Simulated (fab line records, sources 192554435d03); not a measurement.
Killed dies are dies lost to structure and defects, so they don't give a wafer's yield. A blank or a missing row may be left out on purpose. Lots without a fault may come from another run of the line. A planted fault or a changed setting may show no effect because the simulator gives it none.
A struck lot beside a sound one | flow n5_finfet | 37 steps out of a route of 1938
Sound: wafers L947.3, L947.5, L947.6. Struck: wafer L952.6. The cause comes at the end.
At each step with rows: each side's tool, then ch and its chambers, then its first start. Under that, the readings that differ: sound wafers | struck wafers | difference of the means | sigmas: that difference in standard deviations of wafers without a fault.
alike: readings whose means differ by less than 2 such deviations, and words and numbers that are the same on both sides. not compared: withheld readings, readings that some wafer has no value for, bounds like >300 that may hide the same value, and numbers for which the record gives no deviation and whose values overlap.
The two part at a step that has a row with sigmas, a row that says differs or no value, or rows on one side only. Numbers that don't overlap but have no deviation are shown without sigmas and don't part them. A reading that every wafer of one side lacks parts them only if that side has two wafers or more.

first, 9 steps without rows for these wafers: N5_BEOL_M4_ANNEAL_95 (time 240 s); N5_BEOL_M4_SPUTTER_96 (material Cu, target thk 4.5 nm, time 8.29 s); N5_BEOL_M4_ECD_50 (material Cu, target thk 300 nm); N5_BEOL_M4_ANNEAL_51 (time 90 s); N5_BEOL_M4_CMP_52 (polishes, stops on SiOC, t overpolish 6.8 s, target thk 40 nm); N5_BEOL_M4_PRE_CLEAN_60 (time 15 s); N5_BEOL_M4_CO_CAP_55 (material Co, precursor CCTBA/H2, target thk 2 nm, time 102.1 s); N5_BEOL_M4_PRE_CLEAN_56 (time 15 s); N5_BEOL_M4_DEP_57 (deposits SiCN from 3MS/NH3, target thk 8 nm, time 14 s).
N5_BEOL_M4_RC_MEAS_101:
  sound on prober-01 ch 0, day 12 12:02; struck on prober-01 ch 0, day 14 09:31
  alike: DIBL_N, DIBL_P, IOFF_N, IOFF_P, ION_N, ION_P, SS_N, SS_P, VT_N, VT_P
then, 24 steps without rows for these wafers: N5_BEOL_M5_ILD_DEP_00 (deposits SiCOH lowk from DEMS/porogen, target thk 140.64 nm, time 25.9 s); N5_BEOL_M5_CURE_79 (cures SiCOH lowk, time 240 s); N5_BEOL_M5_PECVD_70 (deposits SiO2 from TEOS/O2, target thk 16 nm, time 18 s); N5_BEOL_M5_HM_DEP_02 (deposits TiN, target thk 20 nm); N5_BEOL_M5_COAT_59 (time 60 s, resist thk 60 nm); N5_BEOL_M5_COAT_60 (time 60 s, resist thk 12 nm); N5_BEOL_M5_COAT_71 (time 60 s, resist thk 5 nm); N5_BEOL_M5_COAT_05 (resist thk 30 nm); N5_BEOL_M5_EBR_07; N5_BEOL_M5_SOFTBAKE_06 (time 60 s); N5_BEOL_M5_EXPOSE_08 (exposes mask M5, target cd 28 nm); N5_BEOL_M5_PEB_09 (peb time 60 s); N5_BEOL_M5_DEVELOP_10 (develop time 30 s); N5_BEOL_M5_DESCUM_16 (chemistry O2, time 7 s); N5_BEOL_M5_ETCH_72 (etches underlayer in N2/H2, target depth 6.5 nm, time 5.2 s); N5_BEOL_M5_ETCH_61 (etches SiARC in CF4, target depth 15.6 nm, time 26 s); N5_BEOL_M5_ETCH_62 (etches SOC in N2/H2, target depth 75 nm, overetch 15 nm, time 112.5 s); N5_BEOL_M5_STRIP_63 (strips in N2/H2); N5_BEOL_M5_STRIP_73 (strips in N2/H2); N5_BEOL_M5_STRIP_64 (strips in CF4); N5_BEOL_M5_HM_OPEN_17 (chemistry Cl2/BCl3, target TiN, target depth 20 nm, overetch 6 nm); N5_BEOL_M5_STRIP_19 (strips in O2); N5_BEOL_M5_COAT_65 (time 60 s, resist thk 60 nm); N5_BEOL_M5_COAT_66 (time 60 s, resist thk 12 nm).
-- the record jumps here: 5 days lie between the struck wafers' starts before and after (it left off in module BEOL_M5 and takes up again in module BEOL_M14, whose first step shown is number 1767 of the route) --
N5_BEOL_M14_CMP_49: polishes, stops on SiO2, t overpolish 5.2 s, target thk 560 nm.
  sound on cmp-02 ch 0,1, day 16 00:08; struck on cmp-01 ch 1, day 19 16:20
  reading                      | sound             | struck | difference | sigmas
  barrier_field_endpoint_s (s) | 11.2 11.5 11.0    | 22.0   | +10.8      | +33
  motor_current_A (A)          | 10.3 7.7 10.5     | 7.6    | -1.9       | -2
  overpolish_run_s (s)         | 5.194 5.219 5.204 | 4.016  | -1.190     | -99 or more
  time_to_endpoint_s (s)       | 120 127 117       | 156    | +35        | +6
  alike: head_pressure_psi
  not compared: pad_life_wafers
N5_BEOL_M14_THK_MEAS_50: measures by xrf.
  sound on film_metro-02, day 16 00:26; struck on film_metro-02, day 19 16:29
  reading      | sound       | struck | difference | sigmas
  M14_THK (nm) | 548 549 549 | 964    | +415       | +23
N5_PASSIVATION_PROBE_49:
  the record has rows for the struck wafers here (prober-01, day 20 14:35) and none for the sound ones

WHERE THEY PART
First at N5_BEOL_M14_CMP_49; last, within this record, at N5_PASSIVATION_PROBE_49.

WHY: what the simulator had put in
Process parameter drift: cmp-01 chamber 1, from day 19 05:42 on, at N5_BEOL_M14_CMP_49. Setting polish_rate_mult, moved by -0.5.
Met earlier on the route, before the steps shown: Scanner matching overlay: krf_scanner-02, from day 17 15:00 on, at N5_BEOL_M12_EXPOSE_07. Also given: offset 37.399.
